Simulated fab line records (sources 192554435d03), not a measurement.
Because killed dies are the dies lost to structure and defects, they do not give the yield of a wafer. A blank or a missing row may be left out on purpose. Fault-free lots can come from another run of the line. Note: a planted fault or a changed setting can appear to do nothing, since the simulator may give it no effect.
Which of the tools did it? || flow n5-finfet || Sampling: 10 lots, 30 wafers, 3 of 1938 route steps

## WHAT THE GAUGES READ, wafer by wafer
N5_MIM_BOT_LITHO_CD_MEAS_08: target cd 3000 nm.
{"lot": "L447", "measured": "day 11 14:52", "on": "cd-sem-01", "cd-nm (nm)": "2999.3 2998.1 2999.2"}
{"lot": "L449", "measured": "day 11 22:29", "on": "cd-sem-03", "cd-nm (nm)": "2998.5 3000.2 3000.1"}
{"lot": "L450", "measured": "day 12 21:48", "on": "cd-sem-02", "cd-nm (nm)": "3000.1 3001.5 3002.5"}
{"lot": "L452", "measured": "day 12 22:09", "on": "cd-sem-02", "cd-nm (nm)": "2997.5 2996.5 2998.0"}
{"lot": "L454", "measured": "day 14 06:04", "on": "cd-sem-03", "cd-nm (nm)": "2999.5 2999.2 2999.8"}
{"lot": "L458", "measured": "day 15 22:19", "on": "cd-sem-03", "cd-nm (nm)": "2998.8 2997.9 2998.7"}
{"lot": "L460", "measured": "day 15 19:29", "on": "cd-sem-02", "cd-nm (nm)": "3003.4 3002.6 2999.2"}
{"lot": "L462", "measured": "day 16 00:20", "on": "cd-sem-01", "cd-nm (nm)": "2999.5 2998.6 3000.0"}
{"lot": "L464", "measured": "day 16 16:44", "on": "cd-sem-02", "cd-nm (nm)": "2999.6 2998.1 3000.4"}
{"lot": "L469", "measured": "day 18 09:41", "on": "cd-sem-02", "cd-nm (nm)": "2998.1 2999.4 2998.4"}

## WHAT TOOL EACH LOT RAN ON (gives the tool, then ch and the chambers of the sampled wafers, and finally the start)
{"lot": "L447", "N5_ILD0_CMP_03": "cmp-02 ch 2,3, day 3 14:39", "N5_MIM_TOP_ETCH_STRIP_01": "rie-diel-04 ch 0,2,3, day 11 14:25"}
{"lot": "L449", "N5_ILD0_CMP_03": "cmp-03 ch 0,3, day 4 04:45", "N5_MIM_TOP_ETCH_STRIP_01": "rie-diel-03 ch 0,1,2, day 11 22:04"}
{"lot": "L450", "N5_ILD0_CMP_03": "cmp-01 ch 1,2, day 4 09:35", "N5_MIM_TOP_ETCH_STRIP_01": "rie-diel-03 ch 1,2, day 12 21:15"}
{"lot": "L452", "N5_ILD0_CMP_03": "cmp-03 ch 0,3, day 4 20:28", "N5_MIM_TOP_ETCH_STRIP_01": "rie-diel-04 ch 0,1,2, day 12 21:36"}
{"lot": "L454", "N5_ILD0_CMP_03": "cmp-01 ch 1,2, day 5 09:50", "N5_MIM_TOP_ETCH_STRIP_01": "rie-diel-05 ch 0,2, day 14 05:38"}
{"lot": "L458", "N5_ILD0_CMP_03": "cmp-01 ch 0,1, day 6 17:17", "N5_MIM_TOP_ETCH_STRIP_01": "rie-diel-03 ch 1,2, day 15 21:46"}
{"lot": "L460", "N5_ILD0_CMP_03": "cmp-01 ch 0,1,2, day 6 20:10", "N5_MIM_TOP_ETCH_STRIP_01": "rie-diel-05 ch 0,1,3, day 15 18:55"}
{"lot": "L462", "N5_ILD0_CMP_03": "cmp-01 ch 0,3, day 7 08:05", "N5_MIM_TOP_ETCH_STRIP_01": "rie-diel-05 ch 0,1, day 15 23:48"}
{"lot": "L464", "N5_ILD0_CMP_03": "cmp-02 ch 0,1,2, day 7 17:03", "N5_MIM_TOP_ETCH_STRIP_01": "rie-diel-04 ch 0,1,3, day 16 16:11"}
{"lot": "L469", "N5_ILD0_CMP_03": "cmp-02 ch 0,1,3, day 9 08:56", "N5_MIM_TOP_ETCH_STRIP_01": "rie-diel-03 ch 1,2,3, day 18 09:08"}
- N5_ILD0_CMP_03: polishes, stops on SiNx, t overpolish 1.9 s, target thk 197.38 nm.
- N5_MIM_TOP_ETCH_STRIP_01: strips in O2.

## THE ANSWER, worked out from the rows above alone
Rule: what is usual is taken from the lots themselves. Put in order of their means at a reading, lots are off if they are a third of the lots or fewer, leave a main group of 4 or more, and stand apart from it by a gap of 3 or more times the standard deviation of the main group's means; of several such gaps the widest counts. Not used: any main group whose means are identical at the precision the tables above print for the reading. A lot without any number at a reading at which 4 lots or more have one is off too. The other lots that the step has rows for count as sound.
None of the lots is off at any reading shown; this tells nothing.

## WHAT THE SIMULATOR HAD PUT IN
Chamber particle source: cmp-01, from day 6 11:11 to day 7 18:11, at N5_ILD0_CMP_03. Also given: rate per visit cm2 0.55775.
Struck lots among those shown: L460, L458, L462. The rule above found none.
